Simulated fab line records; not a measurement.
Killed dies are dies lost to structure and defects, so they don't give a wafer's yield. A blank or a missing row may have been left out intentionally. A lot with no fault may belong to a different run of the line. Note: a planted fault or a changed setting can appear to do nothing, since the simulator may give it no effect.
Chamber matching + flow n5_finfet + N5_BEOL_M8_CURE_74 on uv_cure-03 has 3 sister chambers
The step cures SiCOH lowk, time 240 s. 6 wafers are shown with their chamber, then 8 later ones without.

WAFERS WITH THEIR CHAMBER
| wafer  | chamber | wafer_temp_C_max | lamp_power_pct (%) |
|--------|---------|------------------|--------------------|
| L077.4 | 2       | 386.7            | 52.34              |
| L077.6 | 2       | 387.1            | 52.34              |
| L078.3 | 0       | 386.6            | 52.36              |
| L078.6 | 0       | 386.8            | 52.31              |
| L086.4 | 1       | 386.7            | 52.34              |
| L094.3 | 1       | 386.8            | 52.32              |

WAFERS WHOSE CHAMBER IS MISSING
| wafer  | wafer_temp_C_max | lamp_power_pct (%) |
|--------|------------------|--------------------|
| L094.4 | 386.5            | 52.38              |
| L094.6 | 386.9            | 52.26              |
| L095.1 | 385.8            | 52.37              |
| L095.3 | 386.2            | 52.36              |
| L095.4 | 386.4            | 52.37              |
| L095.2 | 385.7            | 52.25              |
| L095.5 | 386.3            | 52.34              |
| L095.6 | 386.4            | 52.28              |

EACH ONE'S CHAMBER
| wafer  | from the rows above          | in truth |
|--------|------------------------------|----------|
| L094.4 | can't be placed: 0 or 1 or 2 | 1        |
| L094.6 | can't be placed: 1 or 0 or 2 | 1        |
| L095.1 | can't be placed: 0 or 1 or 2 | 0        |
| L095.3 | can't be placed: 0 or 1 or 2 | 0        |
| L095.4 | can't be placed: 0 or 1 or 2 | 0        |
| L095.2 | can't be placed: 0 or 1 or 2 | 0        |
| L095.5 | can't be placed: 0 or 1 or 2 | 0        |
| L095.6 | can't be placed: 1 or 0 or 2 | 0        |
Correct placement for 0 of the 8. Unplaceable from these rows: 8, with the true chamber sitting among the candidates in 8. Placed wrongly: 0.
How it was worked out, from the rows above alone: a wafer's distance from a chamber is the root of the sum, over the readings, of the square of ((its reading less the chamber's mean) divided by the reading's scatter). If the next closest chamber is less than 2 further off than the closest, the wafer can't be placed; otherwise it belongs to the closest. The mean given for a chamber averages the wafers shown for that chamber. How the scatter is found: for the shown wafers, subtract from each reading the mean of its chamber, square and add these, divide the total by (wafers less chambers), then take the root.
